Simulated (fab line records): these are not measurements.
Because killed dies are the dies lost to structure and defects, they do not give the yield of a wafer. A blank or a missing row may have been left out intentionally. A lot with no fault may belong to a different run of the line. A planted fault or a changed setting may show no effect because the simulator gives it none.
Matching of chambers -- flow nand-harc -- 4 sister chambers for NHARC_A_CHANNEL_FILL_D1_ALD_16 on ald-hk-02
The step deposits SiO2, target thk 1.5 nm, pulse time 10 s, ald cycles 15. 16 wafers are shown with their chamber, then 8 later ones without.

## WAFERS, EACH WITH ITS CHAMBER
wafer,chamber,heater-power-w (W),precursor-pulse-height-rel
L074.2,3,561,1.039
L074.3,2,530,0.998
L074.6,2,531,1.007
L077.2,3,542,1.011
L077.4,2,534,0.988
L077.5,3,574,1.033
L082.2,3,561,0.989
L082.4,0,467,0.998
L082.6,2,530,1.024
L085.2,2,539,1.009
L085.5,3,561,0.996
L085.6,0,470,1.025
L087.2,2,531,1.024
L087.5,1,459,1.033
L087.6,2,542,0.998
L090.3,0,495,1.021

SIGNATURES, as means of the wafers listed above
reading,chamber 0,chamber 1,chamber 2,chamber 3,scatter within a chamber
heater-power-w,477.33,459.00,533.86,559.80,9.72
precursor-pulse-height-rel,1.01467,1.03300,1.00686,1.01360,0.017
Rule: distance of a wafer from a chamber = root of the sum over the readings of ((wafer's reading minus chamber's mean) / reading's scatter) squared. The wafer belongs to the nearest chamber; if the next one is less than 2 further off, it can't be placed. The scatter: take each reading less its chamber's mean, square it, sum over the shown wafers, divide by the number of wafers less the number of chambers, and take the root.

## WAFERS WHOSE CHAMBER IS MISSING
wafer,heater-power-w (W),precursor-pulse-height-rel
L090.4,489,0.990
L090.6,547,0.999
L094.1,476,0.994
L094.2,513,1.000
L094.6,503,0.972
L096.2,501,1.013
L096.3,564,0.969
L096.4,487,1.015

## WHICH CHAMBER EACH WENT THROUGH
wafer,from the rows above,in truth
L090.4,0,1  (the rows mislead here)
L090.6,can't be placed: 2 or 3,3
L094.1,can't be placed: 0 or 1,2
L094.2,can't be placed: 2 or 0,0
L094.6,can't be placed: 0 or 2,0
L096.2,can't be placed: 0 or 2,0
L096.3,can't be placed: 3 or 2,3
L096.4,0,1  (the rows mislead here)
Correctly placed: 0 of 8. Cannot be placed on the basis of these rows: 6; the candidates contain the true chamber in 5. 2 placed wrongly.
